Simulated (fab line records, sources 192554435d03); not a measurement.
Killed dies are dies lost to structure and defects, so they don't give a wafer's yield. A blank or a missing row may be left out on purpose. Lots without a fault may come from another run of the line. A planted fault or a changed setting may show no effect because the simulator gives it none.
Which tool did it? | flow n5_finfet | 13 lots, 33 wafers sampled, at 3 steps of a route of 1938

WHAT THE GAUGES READ, wafer by wafer
N5_BEOL_M15_OVL_MEAS_11.
lot  | measured     | on         | V14_OVL (nm)
L101 | day 11 19:16 | overlay-01 | -6 2 -5
L998 | day 12 06:01 | overlay-01 | -9 -1 -1
L103 | day 12 11:58 | overlay-01 | 5 3
L104 | day 12 17:40 | overlay-01 | -1 1 -3
L106 | day 13 08:13 | overlay-02 | -2 3
L110 | day 14 11:25 | overlay-01 | 1 -4
L109 | day 14 11:54 | overlay-02 | 3 -4
L113 | day 15 01:49 | overlay-02 | -1 -7
L112 | day 15 02:03 | overlay-01 | -2 -4 1
L114 | day 15 18:11 | overlay-02 | 2 -5
L116 | day 15 18:25 | overlay-02 | 5 -2 -4
L118 | day 16 00:25 | overlay-01 | -5 -12 -7
L119 | day 16 09:49 | overlay-01 | 0 2 6

N5_BEOL_M15_CD_MEAS_17: target cd 360 nm.
lot  | measured     | on        | cd_nm (nm)
L101 | day 11 19:52 | cd_sem-01 | 359.6 362.5 365.0
L998 | day 12 06:34 | cd_sem-02 | 361.8 362.0 363.3
L103 | day 12 12:40 | cd_sem-02 | 358.6 359.4
L104 | day 12 19:01 | cd_sem-03 | 359.5 366.9 360.4
L106 | day 13 08:50 | cd_sem-02 | 359.6 361.2
L110 | day 14 12:04 | cd_sem-01 | 362.4 363.0
L109 | day 14 13:14 | cd_sem-01 | 358.9 364.7
L113 | day 15 02:23 | cd_sem-02 | 353.0 357.4
L112 | day 15 02:41 | cd_sem-03 | 363.7 361.9 360.5
L114 | day 15 18:44 | cd_sem-02 | 360.9 363.6
L116 | day 15 18:59 | cd_sem-03 | 358.2 359.0 360.6
L118 | day 16 00:59 | cd_sem-02 | 360.3 358.5 361.4
L119 | day 16 10:24 | cd_sem-03 | 357.4 358.1 362.0

WHICH TOOL RAN EACH LOT (tool, then ch and the chambers of the sampled wafers, then the start)
lot  | N5_BEOL_M15_ETCH_59
L101 | rie_diel-04 ch 1,2,3, day 11 19:23
L998 | rie_diel-01 ch 0,3, day 12 06:06
L103 | rie_diel-04 ch 2,3, day 12 12:04
L104 | rie_diel-04 ch 1,2, day 12 18:33
L106 | rie_diel-04 ch 0,3, day 13 08:20
L110 | rie_diel-02 ch 1,3, day 14 11:35
L109 | rie_diel-02 ch 0,1, day 14 12:46
L113 | rie_diel-04 ch 0,3, day 15 01:55
L112 | rie_diel-02 ch 0,1,2, day 15 02:14
L114 | rie_diel-01 ch 0,3, day 15 18:17
L116 | rie_diel-04 ch 2,3, day 15 18:31
L118 | rie_diel-02 ch 2,3, day 16 00:31
L119 | rie_diel-04 ch 0,1,2, day 16 09:54
- N5_BEOL_M15_ETCH_59: etches BARC in N2/H2, target depth 89 nm, overetch 26.7 nm, time 67.9 s.

WHAT THE TOOLS THEMSELVES READ (means of the sampled wafers that have a number; where no wafer has one, the mark that the record gives instead)
N5_BEOL_M15_ETCH_59.
lot  | tool        | drypump_motor_current_A (A) | h2_flow_sccm (sccm) | n2_flow_sccm (sccm) | oes_product_au (a.u.) | rf_fwd_power_W (W) | rf_vpp_V (V) | showerhead_plenum_p_Torr (Torr) | throttle_valve_pct (%)
L101 | rie_diel-04 | 5.8                         | 199.8               | 199.6               | 0.66                  | 831                | 522.2        | 2.49                            | 17.81
L998 | rie_diel-01 | 5.9                         | 200.6               | 200.0               | 0.65                  | 835                | 523.2        | 2.48                            | 17.51
L103 | rie_diel-04 | 6.2                         | 200.1               | 200.0               | 0.64                  | 830                | 521.2        | 2.42                            | 17.71
L104 | rie_diel-04 | 5.5                         | 200.0               | 199.6               | 0.65                  | 829                | 521.6        | 2.48                            | 17.87
L106 | rie_diel-04 | 6.4                         | 200.9               | 199.9               | 0.63                  | 836                | 524.0        | 2.53                            | 17.92
L110 | rie_diel-02 | 5.7                         | 199.7               | 200.4               | 0.61                  | 836                | 523.0        | 2.51                            | 18.06
L109 | rie_diel-02 | 5.5                         | 199.6               | 200.6               | 0.69                  | 836                | 524.9        | 2.58                            | 17.96
L113 | rie_diel-04 | 6.3                         | 199.6               | 200.7               | 0.62                  | 833                | 524.4        | 2.52                            | 17.95
L112 | rie_diel-02 | 5.7                         | 199.5               | 199.8               | 0.69                  | 833                | 525.4        | 2.60                            | 17.87
L114 | rie_diel-01 | 5.7                         | 199.9               | 199.8               | 0.64                  | 834                | 522.4        | 2.47                            | 17.60
L116 | rie_diel-04 | 6.1                         | 199.6               | 200.7               | 0.61                  | 830                | 521.0        | 2.42                            | 17.77
L118 | rie_diel-02 | 6.1                         | 200.3               | 199.7               | 0.62                  | 837                | 523.9        | 2.55                            | 18.05
L119 | rie_diel-04 | 5.6                         | 199.6               | 199.9               | 0.62                  | 831                | 523.5        | 2.54                            | 18.05

THE ANSWER, worked out from the rows above alone
Rule: what is usual is taken from the lots themselves. Put in order of their means at a reading, lots are off if they are a third of the lots or fewer, leave a main group of 4 or more, and stand apart from it by a gap of 3 or more times the standard deviation of the main group's means; of several such gaps the widest counts. A main group whose means are all the same, to the digits that the tables above print for the reading, isn't used. A lot without any number at a reading at which 4 lots or more have one is off too. The other lots that the step has rows for count as sound. The gauges are gone through in route order, then the tools' own readings, and for those a lot's mean is taken as printed above. The first step at which some lot is off is used, and at that step the reading that is off furthest; a lot without a number counts as furthest.
No lot is off at any reading shown: from this, nothing can be told.

WHAT THE SIMULATOR HAD PUT IN
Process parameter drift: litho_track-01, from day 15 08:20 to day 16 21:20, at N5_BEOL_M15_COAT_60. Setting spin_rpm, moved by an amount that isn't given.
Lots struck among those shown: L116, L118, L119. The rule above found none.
